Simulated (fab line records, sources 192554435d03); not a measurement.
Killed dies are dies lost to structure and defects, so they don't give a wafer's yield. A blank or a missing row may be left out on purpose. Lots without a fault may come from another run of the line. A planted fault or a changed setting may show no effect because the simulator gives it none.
Chamber matching | flow n5_finfet | N5_BEOL_M0_SAQP_PECVD_04 on pecvd-04: 3 sister chambers
The step deposits a-Si from SiH4/He, target thk 60 nm, time 60.2 s. 6 wafers are shown with their chamber, then 8 later ones without.

WAFERS WITH THEIR CHAMBER
wafer  | chamber | showerhead_plenum_p_Torr (Torr) | throttle_valve_pct (%)
L591.1 | 2       | 5.71                            | 18.2
L591.2 | 1       | 5.59                            | 18.2
L591.5 | 1       | 5.60                            | 18.2
L597.5 | 2       | 5.71                            | 18.1
L597.6 | 0       | 5.67                            | 19.1
L599.3 | 0       | 5.67                            | 19.0

WAFERS WITHOUT THEIR CHAMBER
wafer  | showerhead_plenum_p_Torr (Torr) | throttle_valve_pct (%)
L599.4 | 5.70                            | 18.1
L599.5 | 5.59                            | 18.3
L600.1 | 5.68                            | 18.9
L600.3 | 5.60                            | 18.2
L600.4 | 5.61                            | 18.3
L609.1 | 5.70                            | 16.6
L609.3 | 5.67                            | 19.3
L609.6 | 5.69                            | 16.6

WHICH CHAMBER EACH WENT THROUGH
wafer  | from the rows above | in truth
L599.4 | 2                   | 2
L599.5 | 1                   | 1
L600.1 | 0                   | 0
L600.3 | 1                   | 1
L600.4 | 1                   | 1
L609.1 | 2                   | 2
L609.3 | 0                   | 0
L609.6 | 2                   | 2
Placed correctly: 8 of 8. Can't be placed from these rows: 0. Placed wrongly: 0.
How it was worked out, from the rows above alone: a wafer's distance from a chamber is the root of the sum, over the readings, of the square of ((its reading less the chamber's mean) divided by the reading's scatter). The wafer belongs to the nearest chamber; if the next one is less than 2 further off, it can't be placed. A chamber's mean is the mean of its shown wafers. The scatter: the root of (the sum of the squares of (reading less its chamber's mean) over the shown wafers, divided by (wafers less chambers)).
